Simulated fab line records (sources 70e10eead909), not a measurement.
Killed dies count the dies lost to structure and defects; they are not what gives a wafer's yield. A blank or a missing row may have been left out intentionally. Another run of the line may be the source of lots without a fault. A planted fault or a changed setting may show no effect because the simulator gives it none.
fab line records	flow nandHarc
[record] lots = 15	wafers = 45	lastDay = 33
route steps=1302 shown A_CHANNEL_HOLE_D1@470 A_DECK1_JOINT@520
lots with no fault: from the same line, run without faults
startH: the number of hours between the record's first day and the start of the first shown wafer of the lot	waitH: how many hours have passed since the lot's step before this one	" identical to the entry in the row above	L1.1+2: a single row standing in for several wafers	- value missing, or start not given	* or withheld: withheld	< > ~ a bound
route shown NAME@n: a module of which the file shows steps, and the number in the route of the first	usual: mean/standard deviation of fault-free wafers	same: alike in all rows	chamber/n: place in a boat	sites: the reading at each site	_std_site: how widely they spread, as a standard deviation	_edge_site: the outer-site mean with the inner-site mean subtracted	radiusMm: for every site, how far away it sits from the centre of the wafer	mask NAME#n: copy n	behind: the last tool/chamber to shape the wafer	hold: what put the lot on hold/how long, in hours/how the hold closed	device: names the non-switching transistor (n, p or np)	end of line: the route-end tests of the same wafers	step lacking rows: just its recipe	killed: at the first sort, the dies lost to defects and structure; wafer yield is something else	map: a wafer's dies, marking killed ones x, the rest . and places with no die _
set.NAME: the run value of the setting; set.NAME@STEP: its run value at that earlier step	model.NAME: the simulator's own value behind a step, which no gauge read
steps of the route over a sample of lots; a table a step, a row a wafer
services: when a tool's chamber went out of use (startH, in hours from the record's first day, below 0 if earlier), for how many hours, and the reason
[[steps]]
[step NHARC_A_CHANNEL_HOLE_D1_CD_MEAS_18]
[usual] cdNm = 99.4/1.4
lot.wafer	tool	chamber	startH	waitH	cdNm
L348.3	cdSem-01	-	186.18	-	98.2
L348.4	"	-	"	"	99.4
L348.6	"	-	"	"	98.0
L350.1	cdSem-02	-	206.41	-	99.6
L350.2	"	-	"	"	98.1
L350.4	"	-	"	"	99.4
L351.1	cdSem-02	-	208.53	-	98.1
L351.4	"	-	"	"	98.6
L351.6	"	-	"	"	98.3
L353.1	cdSem-02	-	230.75	-	99.3
L353.2	"	-	"	"	97.5
L353.6	"	-	"	"	98.8
L355.2	cdSem-02	-	261.80	-	101.1
L355.3	"	-	"	"	100.4
L355.6	"	-	"	"	101.6
L356.1	cdSem-02	-	264.92	-	100.6
L356.2	"	-	"	"	102.2
L356.4	"	-	"	"	100.9
L357.3	cdSem-02	-	273.13	-	99.0
L357.5	"	-	"	"	98.6
L357.6	"	-	"	"	98.9
L358.4	cdSem-02	-	286.54	-	98.5
L358.5	"	-	"	"	97.9
L358.6	"	-	"	"	98.0
L359.1	cdSem-03	-	294.79	-	100.0
L359.3	"	-	"	"	97.5
L359.5	"	-	"	"	99.0
L366.1	cdSem-01	-	358.35	-	101.9
L366.3	"	-	"	"	98.6
L366.6	"	-	"	"	101.5
L367.1	cdSem-02	-	376.23	-	100.2
L367.2	"	-	"	"	98.8
L367.6	"	-	"	"	100.0
L368.2	cdSem-02	-	385.96	-	99.9
L368.3	"	-	"	"	99.9
L368.6	"	-	"	"	98.7
L369.2	cdSem-02	-	392.33	-	97.7
L369.3	"	-	"	"	96.0
L369.4	"	-	"	"	97.5
L370.1	cdSem-03	-	397.73	-	100.6
L370.2	"	-	"	"	100.1
L370.3	"	-	"	"	97.8
L371.1	cdSem-01	-	416.98	-	99.0
L371.5	"	-	"	"	98.6
L371.6	"	-	"	"	98.6
[step NHARC_A_CHANNEL_HOLE_D1_ETCH_23]
[recipe] biasV = 5000	sourceW = withheld	pressureMtorr = 20	timeS = 819	arFlowSccm = 375	c4f8FlowSccm = 89.3	o2FlowSccm = 35.7	tempC = -20	targetDepthA = 16000	chemistry = C4F8/O2/Ar
[usual] c4f8FlowSccm = 89.27/0.28	chamberPressureMTorr = 20.000/0.02	drypumpMotorCurrentA = 5.8/0.52	showerheadPlenumPTorr = 3.63/0.08	throttleValvePct = 32.155/0.009
lot.wafer	tool	chamber	startH	waitH	c4f8FlowSccm	chamberPressureMTorr	drypumpMotorCurrentA	rfHoursCounterH	showerheadPlenumPTorr	throttleValvePct
L348.3	harEtch-02	0	192.99	1.0	89.27	19.960	5.9	-	3.64	32.157
L348.4	"	0	"	"	89.24	19.991	5.9	-	3.64	32.145
L348.6	"	0	"	"	88.80	20.016	5.9	-	3.64	32.149
L350.2	harEtch-02	1	211.43	0.5	89.42	19.996	5.0	296	3.60	32.158
L350.1	"	0	"	"	89.29	20.023	5.8	311	3.63	32.160
L350.4	"	1	"	"	88.99	19.972	5.0	-	3.60	32.151
L351.1	harEtch-01	0	211.98	0.5	89.20	19.976	6.5	113	3.72	32.170
L351.4	"	0	"	"	88.91	19.976	6.5	-	3.72	32.167
L351.6	"	0	"	"	89.43	19.982	6.5	-	3.72	32.163
L353.1	harEtch-02	0	232.25	0.5	89.32	20.004	5.8	326	3.63	32.152
L353.2	"	1	"	"	89.43	20.006	5.0	311	3.59	32.159
L353.6	"	1	"	"	88.74	20.044	5.0	-	3.59	32.155
L355.2	harEtch-01	0	263.30	0.5	89.74	20.015	6.5	139	3.71	32.158
L355.3	"	0	"	"	89.32	20.007	6.5	-	3.71	32.151
L355.6	"	0	"	"	89.00	19.987	6.5	-	3.71	32.138
L356.1	harEtch-02	0	266.42	0.5	89.74	20.018	5.8	341	3.62	32.147
L356.2	"	1	"	"	89.47	20.018	5.0	326	3.59	32.158
L356.4	"	0	"	"	89.82	20.010	5.8	-	3.62	32.152
L357.3	harEtch-02	0	276.47	0.5	89.73	20.021	5.9	-	3.61	32.159
L357.5	"	0	"	"	89.33	19.964	5.8	-	3.61	32.149
L357.6	"	1	"	"	89.07	19.993	5.0	-	3.58	32.165
L358.4	harEtch-01	1	288.39	0.5	89.03	20.001	5.9	-	3.60	32.169
L358.6	"	0	"	"	89.46	19.971	6.4	-	3.70	32.151
L358.5	"	1	"	"	89.18	20.034	6.0	-	3.59	32.166
L359.1	harEtch-02	1	296.30	0.5	89.29	19.979	5.0	345	3.58	32.168
L359.3	"	1	"	"	89.32	20.019	5.0	-	3.58	32.153
L359.5	"	1	"	"	89.64	20.005	5.0	-	3.57	32.152
L366.1	harEtch-01	0	360.00	0.5	89.50	19.973	6.5	200	3.68	32.152
L366.3	"	0	"	"	89.44	20.013	6.5	-	3.68	32.149
L366.6	"	0	"	"	89.46	20.019	6.4	-	3.68	32.165
L367.1	harEtch-02	0	379.81	0.5	89.05	19.981	5.8	410	3.58	32.154
L367.2	"	1	"	"	89.00	19.994	5.0	395	3.55	32.139
L367.6	"	0	"	"	89.19	20.012	5.8	-	3.58	32.154
L368.2	harEtch-01	1	387.46	0.5	89.26	20.025	5.9	212	3.56	32.152
L368.3	"	1	"	"	89.35	19.979	6.0	-	3.56	32.171
L368.6	"	1	"	"	89.25	20.008	6.0	-	3.56	32.159
L369.2	harEtch-01	1	395.80	0.5	89.11	20.036	6.0	220	3.56	32.152
L369.3	"	1	"	"	88.86	19.969	6.0	-	3.56	32.169
L369.4	"	0	"	"	89.27	20.033	6.5	-	3.66	32.158
L370.2	harEtch-02	1	400.96	0.5	89.16	20.017	5.0	1	3.93	32.164
L370.1	"	0	"	"	89.39	20.039	5.8	1	3.93	32.162
L370.3	"	0	"	"	88.93	20.010	5.9	-	3.93	32.160
L371.1	harEtch-01	1	420.19	0.5	89.27	20.007	5.9	239	3.55	32.165
L371.5	"	0	"	"	89.70	20.012	6.5	-	3.66	32.159
L371.6	"	1	"	"	89.19	19.978	5.9	-	3.55	32.165
[step NHARC_A_CHANNEL_HOLE_D1_ETCH_24]
[recipe] biasV = 5000	sourceW = withheld	pressureMtorr = 20	timeS = 906.2	arFlowSccm = 375	c4f8FlowSccm = 93.8	o2FlowSccm = 31.2	tempC = -20	targetDepthA = 15000	chemistry = C4F8/O2/Ar
[usual] c4f8FlowSccm = 93.79/0.26	chamberPressureMTorr = 20.001/0.02	drypumpMotorCurrentA = 5.8/0.52	showerheadPlenumPTorr = 3.63/0.08	throttleValvePct = 32.235/0.009
lot.wafer	tool	chamber	startH	waitH	c4f8FlowSccm	chamberPressureMTorr	drypumpMotorCurrentA	rfHoursCounterH	showerheadPlenumPTorr	throttleValvePct
L348.3	harEtch-02	0	194.43	1.2	93.44	20.027	5.9	-	3.64	32.227
L348.4	"	0	"	"	93.42	20.040	5.8	-	3.64	32.239
L348.6	"	0	"	"	93.60	19.987	5.8	-	3.64	32.229
L350.2	harEtch-02	1	212.12	0.6	93.70	19.995	5.0	296	3.60	32.211
L350.1	"	0	"	"	94.05	19.985	5.9	311	3.63	32.237
L350.4	"	1	"	"	93.68	19.981	5.0	-	3.60	32.243
L351.1	harEtch-01	0	212.70	0.6	94.23	20.022	6.5	113	3.72	32.233
L351.4	"	0	"	"	93.99	19.988	6.5	-	3.72	32.236
L351.6	"	0	"	"	93.92	19.988	6.4	-	3.72	32.242
L353.1	harEtch-02	0	232.95	0.6	94.31	19.972	5.9	327	3.62	32.234
L353.2	"	1	"	"	93.91	20.006	5.0	311	3.59	32.244
L353.6	"	1	"	"	94.37	19.995	5.0	-	3.59	32.237
L355.2	harEtch-01	0	264.00	0.6	93.64	20.006	6.5	140	3.70	32.237
L355.3	"	0	"	"	93.62	19.984	6.5	-	3.70	32.223
L355.6	"	0	"	"	93.67	20.000	6.5	-	3.70	32.222
L356.1	harEtch-02	0	267.12	0.6	94.00	20.021	5.9	342	3.61	32.241
L356.2	"	1	"	"	93.88	19.979	5.0	327	3.58	32.228
L356.4	"	0	"	"	93.88	19.987	5.8	-	3.61	32.217
L357.3	harEtch-02	0	277.19	0.6	94.25	20.007	5.8	-	3.61	32.240
L357.5	"	0	"	"	94.17	20.005	5.9	-	3.61	32.231
L357.6	"	1	"	"	93.46	20.009	5.0	-	3.58	32.226
L358.4	harEtch-01	1	289.11	0.6	93.67	19.966	6.0	-	3.59	32.244
L358.6	"	0	"	"	93.63	20.025	6.5	-	3.70	32.245
L358.5	"	1	"	"	93.28	20.024	6.0	-	3.59	32.234
L359.1	harEtch-02	1	297.00	0.6	93.37	19.984	5.0	346	3.57	32.243
L359.3	"	1	"	"	93.43	19.998	5.0	-	3.57	32.224
L359.5	"	1	"	"	93.62	20.015	5.0	-	3.57	32.239
L366.1	harEtch-01	0	360.70	0.6	93.95	19.970	6.5	201	3.67	32.226
L366.3	"	0	"	"	94.09	19.991	6.5	-	3.67	32.254
L366.6	"	0	"	"	93.99	20.014	6.5	-	3.67	32.239
L367.1	harEtch-02	0	380.51	0.6	94.10	19.998	5.8	411	3.58	32.232
L367.2	"	1	"	"	93.74	19.988	5.0	396	3.54	32.250
L367.6	"	0	"	"	93.91	19.963	5.8	-	3.58	32.228
L368.2	harEtch-01	1	388.15	0.6	93.43	19.986	6.0	213	3.56	32.230
L368.3	"	1	"	"	93.72	20.018	5.9	-	3.56	32.227
L368.6	"	1	"	"	94.02	19.995	5.9	-	3.56	32.232
L369.2	harEtch-01	1	396.50	0.6	93.96	19.992	6.0	220	3.56	32.222
L369.3	"	1	"	"	94.11	19.975	6.0	-	3.56	32.241
L369.4	"	0	"	"	93.94	20.017	6.5	-	3.66	32.233
L370.2	harEtch-02	1	401.66	0.6	93.53	19.995	5.0	2	3.93	32.232
L370.1	"	0	"	"	93.25	20.002	5.8	2	3.93	32.258
L370.3	"	0	"	"	93.91	20.022	5.8	-	3.93	32.242
L371.1	harEtch-01	1	420.91	0.6	93.96	20.023	6.0	239	3.55	32.230
L371.5	"	0	"	"	93.86	19.995	6.5	-	3.65	32.235
L371.6	"	1	"	"	94.11	19.986	5.9	-	3.55	32.227
[step NHARC_A_DECK1_JOINT_ETCH_19]
[recipe] tempC = 25	targetDepthA = 30	chemistry = TMAH	material = poly-Si
[usual] bathHeatDutyPct = 6.6/0.77	tempC = 25.00/0.1
lot.wafer	tool	chamber	startH	waitH	bathHeatDutyPct	tempC
L348.4	wetBench-04	1	252.42	0.0	6.2	25.05
L348.6	"	2	"	"	6.5	25.04
L348.3	"	3	"	"	6.8	25.00
L350.2	wetBench-02	6	264.44	0.0	6.3	24.96
L350.1	"	0	"	"	6.9	24.96
L350.4	"	2	"	"	6.5	24.93
L351.4	wetBench-04	4	264.49	0.0	6.1	25.02
L351.1	"	5	"	"	6.4	25.07
L351.6	"	6	"	"	6.8	25.08
L353.2	wetBench-04	7	285.53	0.0	4.9	25.05
L353.6	"	0	"	"	5.9	25.16
L353.1	"	2	"	"	6.2	24.97
L356.2	wetBench-02	3	316.97	0.0	7.1	24.98
L356.4	"	5	"	"	5.5	25.06
L356.1	"	6	"	"	6.1	25.21
L355.3	wetBench-01	5	316.98	0.0	-	-
L355.6	"	6	"	"	-	-
L355.2	"	0	"	"	-	-
L357.6	wetBench-04	3	334.77	0.0	-	-
L357.3	"	7	"	"	-	-
L357.5	"	0	"	"	-	-
L358.6	wetBench-04	6	342.52	0.0	-	-
L358.5	"	1	"	"	-	-
L358.4	"	2	"	"	-	-
L359.5	wetBench-01	6	354.64	0.0	7.0	24.90
L359.1	"	0	"	"	6.3	24.84
L359.3	"	1	"	"	5.8	25.06
L366.1	wetBench-02	0	411.55	0.0	6.6	24.95
L366.6	"	1	"	"	7.7	25.03
L366.3	"	2	"	"	7.2	24.85
L367.6	wetBench-02	4	433.93	0.0	6.9	24.82
L367.1	"	5	"	"	6.2	24.95
L367.2	"	6	"	"	7.6	24.94
L368.3	wetBench-04	0	440.88	0.0	5.9	25.10
L368.2	"	2	"	"	5.9	25.07
L368.6	"	5	"	"	5.8	24.89
L369.2	wetBench-02	0	448.44	0.0	6.5	24.89
L369.3	"	1	"	"	7.8	25.02
L369.4	"	4	"	"	7.9	25.10
L370.1	wetBench-04	1	455.32	0.1	5.8	24.94
L370.2	"	3	"	"	8.0	24.90
L370.3	"	4	"	"	5.6	24.93
L371.1	wetBench-02	4	475.08	0.0	6.2	25.15
L371.5	"	7	"	"	5.8	25.05
L371.6	"	0	"	"	7.6	24.84
[[services]]
tool	chamber	startH	hours	kind
harEtch-02	1	174.70	-	consumableReplace:focusRing
harEtch-02	1	174.70	17.0	scheduledDown
harEtch-02	1	174.70	17.0	ventCycle
wetBench-04	-	227.20	8.0	pm
wetBench-04	0	235.20	-	consumableReplace:bath
wetBench-04	0	235.20	-	consumableReplace:filter
wetBench-04	1	235.20	-	consumableReplace:bath
wetBench-04	1	235.20	-	consumableReplace:filter
wetBench-04	2	235.20	-	consumableReplace:bath
wetBench-02	-	244.00	8.0	pm
wetBench-01	-	277.60	8.0	pm
harEtch-02	-	382.53	17.0	pm
harEtch-02	0	382.53	17.0	ventCycle
harEtch-02	1	382.53	17.0	ventCycle
harEtch-02	0	399.53	-	clean
harEtch-02	0	399.53	-	consumableReplace:focusRing
harEtch-02	0	399.53	-	consumableReplace:showerhead
harEtch-02	1	399.53	-	clean
harEtch-02	1	399.53	-	consumableReplace:focusRing
harEtch-02	1	399.53	-	consumableReplace:showerhead
wetBench-04	-	403.20	8.0	pm
wetBench-02	-	420.00	8.0	pm
harEtch-01	-	431.52	1.5	repair
wetBench-01	-	453.60	8.0	pm
[[key]]
[firstSign] step = NHARC_A_DECK1_JOINT_ETCH_19	reading = toolRecord	direction = missing
effect none on later readings
metAt NHARC_A_DECK1_JOINT_ETCH_19
struckLots L355,L357,L358
laterRowsLeftOut L355.2,L355.3,L355.6,L357.3,L357.5,L357.6,L358.4,L358.5,L358.6
sortLeftOut L355.2,L355.3,L355.6,L357.3,L357.5,L357.6,L358.4,L358.5,L358.6
testerLeftOut L355,L357,L358
notActingAt NHARC_A_CHANNEL_HOLE_D1_CD_MEAS_18,NHARC_A_CHANNEL_HOLE_D1_ETCH_23,NHARC_A_CHANNEL_HOLE_D1_ETCH_24
onsetBetween 285.53 316.98
[fault] kind = skippedStepWhole	tool = wetBench-01,wetBench-04	chamber = -	onsetH = 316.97	steps = NHARC_A_DECK1_JOINT_ETCH_19	scope = struckLotsOnly
// testerLeftOut: of these lots the tester's yield and bins aren't shown, on N5 and GAA mostly nor the transistor test; their killed dies are dies lost to structure and defects alone, not to doping, threshold or leakage, so they don't give the yield
// sortLeftOut: the simulated sort isn't trusted on such a fault, so these wafers' sort isn't shown, and their yield isn't known
// laterRowsLeftOut: the simulator's readings of these wafers behind a module that went badly wrong aren't trusted and aren't shown, but for the sort
